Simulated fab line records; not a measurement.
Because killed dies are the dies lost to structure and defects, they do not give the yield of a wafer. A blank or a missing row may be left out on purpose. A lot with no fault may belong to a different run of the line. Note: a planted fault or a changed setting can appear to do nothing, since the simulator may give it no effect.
Matching of chambers	flow nand-harc	NHARC_A_CONTACT_DEP_29 on pecvd-02: 3 sister chambers
The step deposits SiON, target thk 70 nm. 16 wafers are shown with their chamber, then 8 later ones without.

== WAFERS WITH THEIR CHAMBER ==
wafer	chamber	showerhead-vpp-V (V)	heater-power-w (W)	susceptor-temp-C (C)
L078.1	2	1087	629	400.11
L078.4	0	1205	681	399.67
L078.5	2	1083	633	400.12
L082.2	2	1093	693	400.13
L082.3	1	1159	817	399.54
L082.4	2	1101	705	400.14
L083.1	0	1232	691	400.28
L083.2	1	1159	824	399.60
L083.4	2	1095	697	399.85
L087.1	0	1225	696	399.55
L087.2	1	1176	748	400.12
L087.4	1	1177	761	399.80
L086.3	1	1160	759	400.12
L086.4	1	1161	767	400.01
L086.6	2	1085	699	399.92
L088.2	1	1163	818	400.16

SIGNATURES (means of the wafers above)
reading	chamber 0	chamber 1	chamber 2	scatter within a chamber
showerhead-vpp-V	1220.67	1165.00	1090.67	8.81
heater-power-w	689.33	784.86	676.00	31.4
susceptor-temp-C	399.8333	399.9071	400.0450	0.247
Rule: for a wafer and a chamber, the distance is found by dividing, reading by reading, the gap between the wafer's reading and the chamber's mean by the reading's scatter, squaring, summing and taking the root. If the next closest chamber is less than 2 further off than the closest, the wafer can't be placed; otherwise it belongs to the closest. The scatter: take each reading less its chamber's mean, square it, sum over the shown wafers, divide by the number of wafers less the number of chambers, and take the root.

== WAFERS WITHOUT THEIR CHAMBER ==
wafer	showerhead-vpp-V (V)	heater-power-w (W)	susceptor-temp-C (C)
L088.4	1175	837	400.15
L088.5	1090	720	400.03
L089.2	1211	630	400.13
L089.3	1103	636	400.47
L089.4	1095	645	400.29
L092.1	1090	621	400.30
L092.2	1167	746	399.73
L092.6	1223	659	399.90

== CHAMBER TAKEN BY EACH ==
wafer	from the rows above	in truth
L088.4	1	1
L088.5	2	2
L089.2	0	0
L089.3	2	2
L089.4	2	2
L092.1	2	2
L092.2	1	1
L092.6	0	0
Placed correctly: 8 of 8. Can't be placed from these rows: 0. Number placed wrongly: 0.
